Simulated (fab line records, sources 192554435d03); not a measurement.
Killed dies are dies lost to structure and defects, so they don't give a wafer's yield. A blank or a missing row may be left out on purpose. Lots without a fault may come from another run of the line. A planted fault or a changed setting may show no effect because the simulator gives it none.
Which tool did it? | flow n5_finfet | 24 lots, 72 wafers sampled, at 1 step of a route of 1938

WHAT THE GAUGES READ, wafer by wafer
N5_BEOL_M7_OCD_MEAS_38. Usual: trench_depth_nm 92.7 nm, standard deviation 1.4.
lot  | measured     | on     | trench_depth_nm (nm) | flag
L074 | day 9 07:10  | ocd-02 | 92.7 92.0 91.9       |
L076 | day 9 19:29  | ocd-02 | 93.7 92.9 92.8       |
L075 | day 10 14:36 | ocd-02 | 92.6 91.0 93.2       |
L078 | day 10 17:16 | ocd-02 | 94.0 91.7 89.5       |
L077 | day 11 03:44 | ocd-01 | 92.6 92.5 92.1       |
L083 | day 11 16:19 | ocd-02 | 91.7 90.1 94.6       |
L079 | day 11 19:19 | ocd-01 | 90.4 94.9 89.5       |
L081 | day 12 00:44 | ocd-01 | 94.5 90.4 92.1       |
L080 | day 12 05:54 | ocd-02 | 90.1 94.6 94.2       |
L084 | day 12 15:14 | ocd-02 | 92.3 92.9 92.2       |
L082 | day 12 15:29 | ocd-01 | 92.3 92.4 94.1       |
L087 | day 12 15:53 | ocd-01 | 91.5 92.9 93.4       |
L085 | day 13 02:43 | ocd-02 | 90.7 92.5 92.3       |
L086 | day 13 08:45 | ocd-02 | 93.9 90.5 92.6       |
L090 | day 13 14:33 | ocd-02 | 94.9 93.1 93.2       |
L088 | day 13 14:56 | ocd-01 | 91.6 92.9 94.6       |
L089 | day 13 22:40 | ocd-02 | 94.0 92.2 92.1       |
L091 | day 14 13:11 | ocd-01 | 90.9 90.9 92.5       |
L092 | day 14 15:26 | ocd-01 | 93.2 93.1 90.4       |
L093 | day 14 19:26 | ocd-01 | 94.9 90.1 94.6       |
L096 | day 14 22:11 | ocd-01 | 93.1 94.0 94.4       |
L094 | day 14 22:37 | ocd-01 | 94.5 94.1 90.7       |
L095 | day 15 02:22 | ocd-02 | 92.4 94.4 92.8       |
L097 | day 15 22:25 | ocd-01 | 94.7 94.4 90.1       |

WHICH TOOL RAN EACH LOT (tool, then ch and the chambers of the sampled wafers, then the start)
The record holds no process step before these readings.

WHAT THE TOOLS THEMSELVES READ (means of the sampled wafers that have a number; where no wafer has one, the mark that the record gives instead)
The record holds no such reading with a usual standard deviation.

THE ANSWER, worked out from the rows above alone
Rule: a lot is off if the mean of its wafers that have a number lies more than 3 standard deviations from the usual mean. A lot without any number at a reading at which 4 lots or more have one is off too. The other lots that the step has rows for count as sound. The gauges are gone through in route order, then the tools' own readings, and for those a lot's mean is taken as printed above. The first step at which some lot is off is used, and at that step the reading that is off furthest; a lot without a number counts as furthest.
No lot is off at any reading shown: from this, nothing can be told.

WHAT THE SIMULATOR HAD PUT IN
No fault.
